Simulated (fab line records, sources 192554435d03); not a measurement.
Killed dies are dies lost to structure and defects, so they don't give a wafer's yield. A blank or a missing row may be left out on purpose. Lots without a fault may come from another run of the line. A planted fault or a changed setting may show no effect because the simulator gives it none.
A struck lot beside a sound one | flow n5_finfet | 14 steps out of a route of 1938
Sound: wafers L787.1, L787.2, L787.4. Struck: wafers L791.1, L791.3, L791.4. The cause comes at the end.
At each step with rows: each side's tool, then ch and its chambers, then its first start. Under that, the readings that differ: sound wafers | struck wafers | difference of the means | sigmas: that difference in standard deviations of wafers without a fault.
alike: readings whose means differ by less than 2 such deviations, and words and numbers that are the same on both sides. not compared: withheld readings, readings that some wafer has no value for, bounds like >300 that may hide the same value, and numbers for which the record gives no deviation and whose values overlap.
The two part at a step that has a row with sigmas, a row that says differs or no value, or rows on one side only. Numbers that don't overlap but have no deviation are shown without sigmas and don't part them. A reading that every wafer of one side lacks parts them only if that side has two wafers or more.

N5_PASSIVATION_AL_ETCH_33: etches Al in Cl2/BCl3, stops on TaN, target depth 2800 nm, time 466.7 s.
  sound on rie_metal-03 ch 0,1, day 12 15:05; struck on rie_metal-02 ch 0,1, day 13 20:44
  alike: drypump_motor_current_A, oes_product_au, throttle_valve_pct
  not compared: rf_hours_counter_h
N5_PASSIVATION_ETCH_59: etches TaN in Cl2/BCl3, target depth 65 nm, time 34.9 s.
  sound on rie_metal-03 ch 0,1, day 12 15:29; struck on rie_metal-02 ch 0,1, day 13 21:08
  alike: drypump_motor_current_A, oes_product_au, throttle_valve_pct
  not compared: rf_hours_counter_h
N5_PASSIVATION_STRIP_34: strips in O2.
  sound on rie_diel-06 ch 0,1,3, day 12 15:36; struck on rie_diel-02 ch 0,1,3, day 13 21:17
  alike: drypump_motor_current_A, oes_product_au, rf_vpp_V, showerhead_plenum_p_Torr, throttle_valve_pct
  not compared: rf_hours_counter_h
then, 4 steps without rows for these wafers: N5_PASSIVATION_STRIP_51 (strips in post etch residue remover, time 1200 s); N5_PASSIVATION_CLEAN_69 (cleans in IPA, time 180 s); N5_PASSIVATION_SRD_70 (time 30 s); N5_PASSIVATION_PECVD_53 (deposits SiO2 from TEOS/O2, target thk 800 nm, time 169.4 s).
N5_PASSIVATION_PECVD_35: deposits SiNx from SiH4/NH3/N2, target thk 700 nm, time 151.3 s.
  sound on pecvd-04 ch 0,2, day 12 16:37; struck on pecvd-03 ch 0,1,2, day 13 21:54
  alike: chamber_pressure_Torr, heater_power_w, showerhead_plenum_p_Torr, susceptor_temp_C, throttle_valve_pct
then, 4 steps without rows for these wafers: N5_PASSIVATION_HMDS_37 (time 60 s); N5_PASSIVATION_COAT_38; N5_PASSIVATION_EBR_40; N5_PASSIVATION_SOFTBAKE_39 (time 120 s).
N5_PASSIVATION_EXPOSE_41: exposes mask PASS OPEN, defocus 0 nm, target cd 40000 nm.
  sound on krf_scanner-01 ch 0, day 12 16:52; struck on krf_scanner-01, day 13 22:09
  no value came back on the struck wafers for exposure_dose_mJ_cm2, focus_offset_nm (nm); on the sound wafers exposure_dose_mJ_cm2 reads 57.24 57.33 57.32
  alike: mask
then, 1 step without rows for these wafers: N5_PASSIVATION_PEB_42.

WHERE THEY PART
Only at N5_PASSIVATION_EXPOSE_41, within this record.

WHY: what the simulator had put in
Skipped step whole: krf_scanner-01, from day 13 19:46 on, at N5_PASSIVATION_EXPOSE_41. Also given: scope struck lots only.
